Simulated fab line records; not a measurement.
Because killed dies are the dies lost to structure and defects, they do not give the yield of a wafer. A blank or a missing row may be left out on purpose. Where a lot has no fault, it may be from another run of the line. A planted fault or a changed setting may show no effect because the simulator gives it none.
fab line records    flow n5-finfet
[record] lots = 11  wafers = 33  last-day = 17
route steps=1938 shown HKMG_FIN@445
lots with no fault: from the same line, run without faults
start-h: start of the lot's first displayed wafer, in hours after the record's first day    wait-h: hours elapsed since this lot's preceding step    " same as the row above    L1.1+2: a row that stands for several wafers    - no value, or no start given    * or withheld: withheld    < > ~ a bound
route shown NAME@n: NAME is a module with steps in the file, n the number in the route of the first one    usual: mean and standard deviation over wafers with no fault    same: alike in all rows    chamber/n: place in a boat    sites: readings site by site    _std_site: the values' standard deviation    _edge_site: the outer-site mean with the inner-site mean subtracted    radius-mm: how far each site lies from the wafer's centre    mask NAME#n: copy n    behind: the tool/chamber that last shaped the wafer    hold: why the lot went on hold/how many hours it stayed there/how the hold came to an end    device: names the non-switching transistor (n, p or np)    end of line: tests run on the same wafers once the route is complete    a step with no rows: only its recipe    killed: dies lost to structure and defects at the first sort, not the wafer's yield    map: shows each die of a wafer: x if killed, . if not, _ if none is there
set.NAME: the run value of the setting; set.NAME@STEP: its run value at that earlier step    model.NAME: the simulator's own value behind a step, which no gauge read
a sample of lots followed through the steps of the route, with each step as a table and each wafer as a row
services: a tool's chamber out of use, with start hour (start-h, from the record's first day; less than 0 if before it), hours out, and reason
[[steps]]
[step N5_HKMG_FIN_STRIP_89]
[recipe] chemistry = N2/H2  material = SOC  time-s = 20  power-w = 500  temp-c = 40  pressure-mtorr = 50  rf-frequency-hz = 6e+07  bias-power-w = 8  h2-frac = 0.5  n2-flow-sccm = 300  h2-flow-sccm = 300
[usual] drypump-motor-current-A = 5.9/0.45  h2-flow-sccm = 299.9/0.87  oes-product-au = 0.76/0.082  rf-vpp-V = 54.2/0.8  showerhead-plenum-p-Torr = 3.34/0.09  throttle-valve-pct = 19.0/0.34
lot.wafer  tool         chamber  start-h  wait-h  drypump-motor-current-A  h2-flow-sccm  oes-product-au  rf-hours-counter-h  rf-vpp-V  showerhead-plenum-p-Torr  throttle-valve-pct
L767.1     rie-diel-05  3        91.85    0.0     6.1                      299.1         0.73            201                 55.0      3.45                      18.6
L767.2     "            0        "        "       5.9                      299.4         0.71            210                 53.5      3.21                      19.0
L767.4     "            2        "        "       5.9                      299.2         0.72            214                 54.6      3.20                      19.4
L768.2     rie-diel-05  3        96.22    0.0     6.1                      300.2         0.72            203                 53.4      3.45                      18.6
L768.3     "            2        "        "       6.0                      299.0         0.71            216                 53.5      3.20                      19.4
L768.5     "            0        "        "       5.9                      300.2         0.70            -                   54.3      3.21                      19.0
L769.2     rie-diel-03  2        103.45   0.0     6.0                      300.4         0.73            198                 54.7      3.47                      19.9
L769.3     "            1        "        "       6.6                      300.6         0.91            30                  55.2      3.30                      18.7
L769.6     "            2        "        "       6.0                      300.7         0.73            -                   54.4      3.47                      19.8
L773.1     rie-diel-03  1        125.76   0.0     6.6                      299.8         0.91            39                  54.6      3.30                      18.8
L773.2     "            0        "        "       5.4                      298.9         0.74            170                 54.2      3.33                      19.1
L773.6     "            0        "        "       5.4                      298.8         0.74            -                   53.6      3.33                      19.1
L777.1     rie-diel-03  2        152.12   0.0     6.0                      301.0         0.71            212                 55.6      3.46                      19.9
L777.2     "            1        "        "       6.6                      299.3         0.89            48                  53.4      3.29                      18.8
L777.4     "            0        "        "       5.4                      300.5         0.73            178                 54.8      3.32                      19.1
L780.1     rie-diel-05  0        167.50   0.0     5.9                      300.7         0.69            236                 53.6      3.20                      19.0
L780.3     "            3        "        "       6.2                      298.3         0.70            226                 53.4      3.44                      18.6
L780.4     "            2        "        "       6.0                      300.2         0.69            240                 54.9      3.19                      19.4
L779.1     rie-diel-03  0        172.65   0.0     5.3                      300.8         0.72            185                 53.6      3.32                      19.1
L779.4     "            1        "        "       6.6                      299.6         0.88            55                  55.3      3.29                      18.8
L779.5     "            0        "        "       5.4                      301.2         0.72            -                   53.2      3.32                      19.1
L782.1     rie-diel-04  3        176.43   0.0     6.0                      300.6         0.79            118                 53.5      3.24                      19.0
L782.4     "            1        "        "       6.0                      299.9         0.70            -                   53.7      3.45                      18.7
L782.5     "            2        "        "       6.4                      298.5         0.71            -                   54.4      3.33                      19.3
L785.1     rie-diel-04  1        197.23   0.0     6.1                      299.9         0.68            240                 54.7      3.45                      18.8
L785.2     "            2        "        "       6.4                      299.8         0.70            223                 54.3      3.33                      19.2
L785.6     "            3        "        "       6.1                      298.5         0.77            -                   53.3      3.24                      19.0
L786.3     rie-diel-05  2        206.34   0.0     6.0                      301.1         0.68            249                 53.7      3.18                      19.4
L786.5     "            1        "        "       5.0                      299.8         0.70            -                   53.8      3.34                      19.1
L786.6     "            0        "        "       5.9                      299.1         0.68            -                   55.4      3.19                      19.0
L788.1     rie-diel-03  1        217.72   0.0     6.6                      300.8         0.85            74                  54.2      3.28                      18.8
L788.2     "            0        "        "       5.4                      300.7         0.71            205                 55.2      3.31                      19.1
L788.3     "            2        "        "       6.0                      299.5         0.70            238                 52.5      3.44                      19.9
[step N5_HKMG_FIN_NWFM_ALD_20]
[recipe] material = TiAlC  target-thk-a = 20  temp-c = 300  ald-precursor-family = TiCl4  ald-co-reactant = TEA  pulse-time-s = 3  purge-time-s = 2  co-reactant-purge-time-s = 2  co-reactant-pulse-time-s = 10  ald-cycles = 7  pressure-torr = 3
[usual] ald-cycles = 7/0  heater-power-w = 483/40  precursor-pulse-height-rel = 0.999/0.021
lot.wafer  tool          chamber  start-h  wait-h  ald-cycles  heater-power-w  precursor-pulse-height-rel
L767.1     ald-metal-03  0        92.42    0.3     7           467             0.944
L767.2     "             3        "        "       7           476             1.013
L767.4     "             2        "        "       7           501             0.995
L768.2     ald-metal-04  1        96.79    0.3     7           488             1.006
L768.3     "             2        "        "       7           413             0.978
L768.5     "             2        "        "       7           405             1.010
L769.2     ald-metal-01  0        104.02   0.3     7           508             1.008
L769.3     "             1        "        "       7           573             0.991
L769.6     "             1        "        "       7           585             0.959
L773.1     ald-metal-01  3        126.34   0.3     7           457             1.008
L773.2     "             2        "        "       7           465             0.997
L773.6     "             1        "        "       7           569             0.999
L777.1     ald-metal-04  3        152.72   0.3     7           462             1.028
L777.2     "             1        "        "       7           488             0.981
L777.4     "             3        "        "       7           448             0.998
L780.1     ald-metal-03  2        168.10   0.3     7           490             0.998
L780.3     "             1        "        "       7           483             1.053
L780.4     "             2        "        "       7           496             1.006
L779.1     ald-metal-04  3        173.22   0.3     7           456             1.018
L779.4     "             1        "        "       7           484             0.972
L779.5     "             2        "        "       7           418             1.027
L782.1     ald-metal-04  1        177.01   0.3     7           494             0.988
L782.4     "             2        "        "       7           406             0.974
L782.5     "             3        "        "       7           448             0.978
L785.1     ald-metal-01  3        197.80   0.3     7           461             0.990
L785.2     "             2        "        "       7           465             1.001
L785.6     "             3        "        "       7           446             0.968
L786.3     ald-metal-03  2        206.96   0.2     7           487             1.040
L786.5     "             2        "        "       7           496             1.006
L786.6     "             0        "        "       7           468             1.021
L788.1     ald-metal-03  1        218.30   0.3     7           494             1.011
L788.2     "             2        "        "       7           494             1.056
L788.3     "             0        "        "       7           468             0.988
[step N5_HKMG_FIN_ALD_71]
[recipe] material = TiN  target-thk-a = 10  temp-c = 400  ald-precursor-family = TiCl4  ald-co-reactant = NH3  pulse-time-s = 1  purge-time-s = 3  co-reactant-purge-time-s = 2  co-reactant-pulse-time-s = 2  ald-cycles = 47  pressure-torr = 3
[usual] ald-cycles = 47/0  heater-power-w = 867/77  precursor-pulse-height-rel = 1.003/0.021
lot.wafer  tool          chamber  start-h  wait-h  ald-cycles  heater-power-w  precursor-pulse-height-rel
L767.1     ald-metal-03  0        92.52    0.0     47          825             0.996
L767.2     "             3        "        "       47          865             0.981
L767.4     "             2        "        "       47          879             1.035
L768.2     ald-metal-04  1        96.89    0.0     47          884             1.024
L768.3     "             2        "        "       47          708             0.988
L768.5     "             2        "        "       47          739             1.004
L769.2     ald-metal-01  0        104.12   0.0     47          906             0.987
L769.3     "             1        "        "       47          1047            1.029
L769.6     "             1        "        "       47          1047            1.010
L773.1     ald-metal-01  3        126.44   0.0     47          843             1.021
L773.2     "             2        "        "       47          782             1.010
L773.6     "             1        "        "       47          1038            0.996
L777.1     ald-metal-04  3        152.82   0.0     47          816             0.966
L777.2     "             1        "        "       47          894             1.024
L777.4     "             3        "        "       47          835             0.975
L780.1     ald-metal-03  2        168.20   0.0     47          857             0.979
L780.3     "             1        "        "       47          885             1.020
L780.4     "             2        "        "       47          878             1.013
L779.1     ald-metal-04  3        173.32   0.0     47          825             1.008
L779.4     "             1        "        "       47          886             1.001
L779.5     "             2        "        "       47          742             1.024
L782.1     ald-metal-04  1        177.10   0.0     47          875             1.001
L782.4     "             2        "        "       47          728             1.061
L782.5     "             3        "        "       47          801             1.029
L785.1     ald-metal-01  3        197.90   0.0     47          838             0.984
L785.2     "             2        "        "       47          820             0.995
L785.6     "             3        "        "       47          849             0.998
L786.3     ald-metal-03  2        207.19   0.2     47          886             0.964
L786.5     "             2        "        "       47          882             0.990
L786.6     "             0        "        "       47          825             0.999
L788.1     ald-metal-03  1        218.40   0.0     47          875             1.008
L788.2     "             2        "        "       47          885             0.992
L788.3     "             0        "        "       47          846             1.011
[step N5_HKMG_FIN_ALD_72]
[recipe] material = W  target-thk-a = 20  temp-c = 300  pressure-torr = 7.5  ald-precursor-family = WF6  ald-co-reactant = B2H6  pulse-time-s = 1  purge-time-s = 2  co-reactant-purge-time-s = 2  co-reactant-pulse-time-s = 3  ald-cycles = 7
[usual] ald-cycles = 7/0  heater-power-w = 481/19  precursor-pulse-height-rel = 0.999/0.018
lot.wafer  tool      chamber  start-h  wait-h  ald-cycles  heater-power-w  precursor-pulse-height-rel
L767.1     cvd-w-01  0        93.98    0.2     7           451             0.978
L767.2     "         1        "        "       7           469             0.999
L767.4     "         1        "        "       7           475             0.992
L768.2     cvd-w-02  1        98.39    0.2     7           472             1.002
L768.3     "         0        "        "       7           502             0.999
L768.5     "         0        "        "       7           490             0.983
L769.2     cvd-w-02  1        105.57   0.2     7           467             0.960
L769.3     "         1        "        "       7           473             0.985
L769.6     "         0        "        "       7           505             1.037
L773.1     cvd-w-02  1        127.93   0.2     7           479             1.003
L773.2     "         0        "        "       7           502             0.998
L773.6     "         1        "        "       7           474             0.976
L777.1     cvd-w-02  1        154.27   0.2     7           466             1.002
L777.2     "         0        "        "       7           501             1.009
L777.4     "         0        "        "       7           503             0.956
L780.1     cvd-w-02  0        169.64   0.2     7           501             1.000
L780.3     "         0        "        "       7           488             0.969
L780.4     "         0        "        "       6           504             0.994
L779.1     cvd-w-01  0        174.95   0.2     7           452             0.988
L779.4     "         0        "        "       7           461             0.991
L779.5     "         1        "        "       7           475             1.017
L782.1     cvd-w-02  1        178.58   0.2     7           489             1.009
L782.4     "         0        "        "       6           511             0.999
L782.5     "         1        "        "       7           483             0.987
L785.1     cvd-w-01  1        199.35   0.2     7           467             0.998
L785.2     "         0        "        "       7           461             1.023
L785.6     "         0        "        "       7           453             0.985
L786.3     cvd-w-01  0        208.87   0.2     7           460             0.984
L786.5     "         0        "        "       7           464             0.981
L786.6     "         1        "        "       7           486             0.966
L788.1     cvd-w-01  1        220.00   0.2     7           480             1.005
L788.2     "         0        "        "       7           461             1.031
L788.3     "         0        "        "       7           450             0.993
[[services]]
tool          chamber  start-h  hours  kind
cvd-w-01      -        73.62    0.7    repair
ald-metal-04  -        84.85    1.1    repair
cvd-w-02      0        91.73    4.7    repair
rie-diel-03   -        95.44    6.3    repair
rie-diel-04   1        111.29   4.4    repair
ald-metal-03  3        121.37   279.0  repair
rie-diel-04   0        137.60   42.6   repair
ald-metal-04  0        144.49   25.5   repair
cvd-w-01      -        145.74   14.6   pm
cvd-w-02      1        161.18   12.3   repair
rie-diel-05   -        172.74   15.6   pm
ald-metal-01  0        194.29   26.0   repair
rie-diel-05   2        209.68   -      clean
rie-diel-05   2        209.68   -      consumable-replace:focus-ring
rie-diel-05   2        209.68   -      consumable-replace:showerhead
rie-diel-05   2        209.68   16.3   scheduled-down
rie-diel-05   2        209.68   16.3   vent-cycle
[[key]]
[first-sign] step = N5_HKMG_FIN_ALD_72  reading = ald-cycles  direction = down  sigmas = 99+  usual = *  struck = *
effect none on later readings
met-at N5_HKMG_FIN_ALD_72
struck-lots L780,L782
struck-wafers L780.4,L782.4
tester-left-out L780,L782
not-acting-at N5_HKMG_FIN_STRIP_89,N5_HKMG_FIN_NWFM_ALD_20,N5_HKMG_FIN_ALD_71
onset-between 154.27 169.64
[fault] kind = process-parameter-drift  tool = cvd-w-02  chamber = -  onset-h = 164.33  steps = N5_HKMG_FIN_ALD_72  channel = ald-cycles  offset = *  shape = step  end-h = 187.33  scope = struck-wafers-only  stated = *
// tester-left-out: of these lots the tester's yield and bins aren't shown, on N5 and GAA mostly nor the transistor test; their killed dies are dies lost to structure and defects alone, not to doping, threshold or leakage, so they don't give the yield
